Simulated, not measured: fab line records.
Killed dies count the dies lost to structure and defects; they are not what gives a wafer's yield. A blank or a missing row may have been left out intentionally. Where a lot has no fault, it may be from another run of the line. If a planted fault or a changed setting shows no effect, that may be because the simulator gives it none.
Matching of chambers / flow n5_finfet / N5_BEOL_M9_STRIP_36 on rie_diel-04 has 4 sister chambers
The step strips in N2/H2. 18 wafers are shown with their chamber, then 9 later ones without.

## WAFERS PAIRED WITH THEIR CHAMBERS
wafer=L075.3; chamber=2; drypump_motor_current_A (A)=5.7; throttle_valve_pct (%)=23.2; showerhead_plenum_p_Torr (Torr)=2.63
wafer=L075.4; chamber=1; drypump_motor_current_A (A)=6.1; throttle_valve_pct (%)=23.4; showerhead_plenum_p_Torr (Torr)=2.49
wafer=L075.6; chamber=2; drypump_motor_current_A (A)=5.7; throttle_valve_pct (%)=23.2; showerhead_plenum_p_Torr (Torr)=2.63
wafer=L076.3; chamber=3; drypump_motor_current_A (A)=6.0; throttle_valve_pct (%)=23.9; showerhead_plenum_p_Torr (Torr)=2.50
wafer=L076.4; chamber=0; drypump_motor_current_A (A)=4.7; throttle_valve_pct (%)=24.2; showerhead_plenum_p_Torr (Torr)=2.41
wafer=L076.6; chamber=0; drypump_motor_current_A (A)=4.7; throttle_valve_pct (%)=24.2; showerhead_plenum_p_Torr (Torr)=2.41
wafer=L078.1; chamber=3; drypump_motor_current_A (A)=5.9; throttle_valve_pct (%)=23.9; showerhead_plenum_p_Torr (Torr)=2.50
wafer=L078.3; chamber=2; drypump_motor_current_A (A)=5.7; throttle_valve_pct (%)=23.2; showerhead_plenum_p_Torr (Torr)=2.62
wafer=L078.6; chamber=0; drypump_motor_current_A (A)=4.7; throttle_valve_pct (%)=24.2; showerhead_plenum_p_Torr (Torr)=2.41
wafer=L082.1; chamber=1; drypump_motor_current_A (A)=6.1; throttle_valve_pct (%)=23.4; showerhead_plenum_p_Torr (Torr)=2.49
wafer=L082.2; chamber=0; drypump_motor_current_A (A)=4.7; throttle_valve_pct (%)=24.2; showerhead_plenum_p_Torr (Torr)=2.41
wafer=L082.3; chamber=3; drypump_motor_current_A (A)=6.0; throttle_valve_pct (%)=23.9; showerhead_plenum_p_Torr (Torr)=2.50
wafer=L082.4; chamber=2; drypump_motor_current_A (A)=5.7; throttle_valve_pct (%)=23.3; showerhead_plenum_p_Torr (Torr)=2.62
wafer=L082.5; chamber=0; drypump_motor_current_A (A)=4.7; throttle_valve_pct (%)=24.2; showerhead_plenum_p_Torr (Torr)=2.41
wafer=L082.6; chamber=1; drypump_motor_current_A (A)=6.1; throttle_valve_pct (%)=23.4; showerhead_plenum_p_Torr (Torr)=2.48
wafer=L083.3; chamber=0; drypump_motor_current_A (A)=4.7; throttle_valve_pct (%)=24.2; showerhead_plenum_p_Torr (Torr)=2.40
wafer=L083.4; chamber=3; drypump_motor_current_A (A)=6.0; throttle_valve_pct (%)=24.0; showerhead_plenum_p_Torr (Torr)=2.49
wafer=L083.5; chamber=0; drypump_motor_current_A (A)=4.7; throttle_valve_pct (%)=24.2; showerhead_plenum_p_Torr (Torr)=2.40

SIGNATURES (means of the wafers above)
reading=drypump_motor_current_A; chamber 0=4.700; chamber 1=6.100; chamber 2=5.700; chamber 3=5.975; scatter within a chamber=0.0231
reading=throttle_valve_pct; chamber 0=24.200; chamber 1=23.400; chamber 2=23.225; chamber 3=23.925; scatter within a chamber=0.0327
reading=showerhead_plenum_p_Torr; chamber 0=2.4071; chamber 1=2.4867; chamber 2=2.6250; chamber 3=2.4975; scatter within a chamber=0.00524
Rule: for each reading, subtract the chamber's mean from the wafer's reading, divide by that reading's scatter and square the result; add these up over the readings and take the root, which gives the wafer's distance from the chamber. The wafer belongs to the nearest chamber; if the next one is less than 2 further off, it can't be placed. The scatter is the square root of a quotient: the sum, over the shown wafers, of each reading's squared deviation from its chamber's mean, divided by wafers minus chambers.

## WAFERS WHOSE CHAMBER IS MISSING
wafer=L084.3; drypump_motor_current_A (A)=6.1; throttle_valve_pct (%)=23.4; showerhead_plenum_p_Torr (Torr)=2.48
wafer=L084.4; drypump_motor_current_A (A)=4.7; throttle_valve_pct (%)=24.2; showerhead_plenum_p_Torr (Torr)=2.40
wafer=L084.6; drypump_motor_current_A (A)=5.7; throttle_valve_pct (%)=23.2; showerhead_plenum_p_Torr (Torr)=2.62
wafer=L089.1; drypump_motor_current_A (A)=5.8; throttle_valve_pct (%)=23.3; showerhead_plenum_p_Torr (Torr)=2.61
wafer=L089.5; drypump_motor_current_A (A)=5.7; throttle_valve_pct (%)=23.3; showerhead_plenum_p_Torr (Torr)=2.61
wafer=L089.6; drypump_motor_current_A (A)=4.7; throttle_valve_pct (%)=24.3; showerhead_plenum_p_Torr (Torr)=2.40
wafer=L094.1; drypump_motor_current_A (A)=5.9; throttle_valve_pct (%)=23.7; showerhead_plenum_p_Torr (Torr)=2.49
wafer=L094.2; drypump_motor_current_A (A)=4.7; throttle_valve_pct (%)=24.2; showerhead_plenum_p_Torr (Torr)=2.40
wafer=L094.3; drypump_motor_current_A (A)=6.1; throttle_valve_pct (%)=23.4; showerhead_plenum_p_Torr (Torr)=2.47

## WHICH CHAMBER EACH ONE RAN IN
wafer=L084.3; from the rows above=1; in truth=1
wafer=L084.4; from the rows above=0; in truth=0
wafer=L084.6; from the rows above=2; in truth=2
wafer=L089.1; from the rows above=2; in truth=2
wafer=L089.5; from the rows above=2; in truth=2
wafer=L089.6; from the rows above=0; in truth=0
wafer=L094.1; from the rows above=3; in truth=3
wafer=L094.2; from the rows above=0; in truth=0
wafer=L094.3; from the rows above=1; in truth=1
9 of 9 placed correctly. Left unplaced by these rows: 0. Number placed wrongly: 0.
